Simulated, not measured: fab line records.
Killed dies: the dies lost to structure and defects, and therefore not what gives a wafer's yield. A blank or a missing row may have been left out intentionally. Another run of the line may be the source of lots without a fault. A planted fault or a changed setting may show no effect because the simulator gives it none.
Matching of chambers	flow n5 finfet	N5_DUMMY_REMOVAL_STRIP_10 on rie diel-06: 4 sister chambers
The step strips in N2/H2, time 40 s. 4 wafers are shown with their chamber, then 9 later ones without.

WAFERS WITH THEIR CHAMBER
wafer	chamber	showerhead plenum p Torr (Torr)
L081.3	3	3.30
L090.1	0	3.44
L090.4	1	3.18
L090.5	2	3.53

WAFERS MISSING THEIR CHAMBER
wafer	showerhead plenum p Torr (Torr)
L093.1	3.44
L093.2	3.52
L093.4	3.52
L094.1	3.52
L094.2	3.44
L094.5	3.44
L096.2	3.43
L096.3	3.58
L096.4	3.52

EACH ONE'S CHAMBER
wafer	from the rows above	in truth
L093.1	0	0
L093.2	2	2
L093.4	2	2
L094.1	2	2
L094.2	0	0
L094.5	0	0
L096.2	0	0
L096.3	2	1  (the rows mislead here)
L096.4	2	2
Correct placement for 8 of the 9. Left unplaced by these rows: 0. 1 placed wrongly.
How it was worked out, from the rows above alone: a wafer's distance from a chamber is the root of the sum, over the readings, of the square of ((its reading less the chamber's mean) divided by the reading's scatter). If the next closest chamber is less than 2 further off than the closest, the wafer can't be placed; otherwise it belongs to the closest. For every chamber, the mean is computed from those of its wafers that are shown. The scatter: with one shown wafer a chamber, the root of the mean of the squares of how far each hidden wafer lies from its nearest shown one.
